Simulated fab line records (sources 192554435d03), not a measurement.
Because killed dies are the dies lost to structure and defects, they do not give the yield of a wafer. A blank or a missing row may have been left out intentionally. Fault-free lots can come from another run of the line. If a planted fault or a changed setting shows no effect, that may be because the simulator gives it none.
Matching of chambers    flow n5 finfet    pecvd-01 running N5_BEOL_M14_DEP_53: 3 sister chambers
The step deposits SiCN from 3MS/NH3, target thk 50 nm, time 17.8 s. 22 wafers are shown with their chamber, then 11 later ones without.

EACH WAFER AND ITS CHAMBER
wafer   chamber  throttle valve pct (%)  showerhead plenum p Torr (Torr)
L079.1  2        17.1                    4.157
L079.4  1        17.7                    4.170
L079.6  0        18.9                    4.169
L078.1  2        17.0                    4.164
L078.4  2        17.2                    4.154
L078.5  0        19.0                    4.168
L082.1  2        17.7                    4.148
L082.4  2        17.1                    4.165
L082.6  2        17.7                    4.157
L081.3  2        17.5                    4.167
L081.5  2        17.5                    4.165
L081.6  2        17.5                    4.159
L083.1  2        17.6                    4.165
L083.4  2        17.4                    4.167
L083.5  2        17.7                    4.155
L084.1  1        17.6                    4.175
L084.2  2        17.4                    4.165
L084.6  1        18.1                    4.174
L087.1  1        17.8                    4.172
L087.2  2        17.7                    4.165
L087.3  0        19.2                    4.174
L089.1  1        17.7                    4.169

SIGNATURES, as means of the wafers listed above
reading                   chamber 0  chamber 1  chamber 2  scatter within a chamber
throttle valve pct        19.033     17.780     17.436     0.228
showerhead plenum p Torr  4.17033    4.17200    4.16093    0.00512
Rule: for a wafer and a chamber, the distance is found by dividing, reading by reading, the gap between the wafer's reading and the chamber's mean by the reading's scatter, squaring, summing and taking the root. If the next closest chamber is less than 2 further off than the closest, the wafer can't be placed; otherwise it belongs to the closest. The scatter: the root of (the sum of the squares of (reading less its chamber's mean) over the shown wafers, divided by (wafers less chambers)).

WAFERS WITH NO CHAMBER GIVEN
wafer   throttle valve pct (%)  showerhead plenum p Torr (Torr)
L089.4  17.8                    4.168
L089.6  17.3                    4.160
L091.1  17.7                    4.156
L091.2  18.9                    4.178
L091.3  17.5                    4.149
L094.1  17.4                    4.160
L094.3  19.4                    4.172
L094.4  17.7                    4.159
L097.3  17.6                    4.163
L097.4  19.4                    4.175
L097.6  17.3                    4.158

CHAMBER TAKEN BY EACH
wafer   from the rows above      in truth
L089.4  can't be placed: 1 or 2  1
L089.6  2                        2
L091.1  can't be placed: 2 or 1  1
L091.2  0                        0
L091.3  2                        2
L094.1  2                        2
L094.3  0                        0
L094.4  can't be placed: 2 or 1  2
L097.3  can't be placed: 2 or 1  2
L097.4  0                        0
L097.6  2                        2
7 of 11 placed correctly. These rows do not allow placing 4 (true chamber among the candidates in 4). Number placed wrongly: 0.
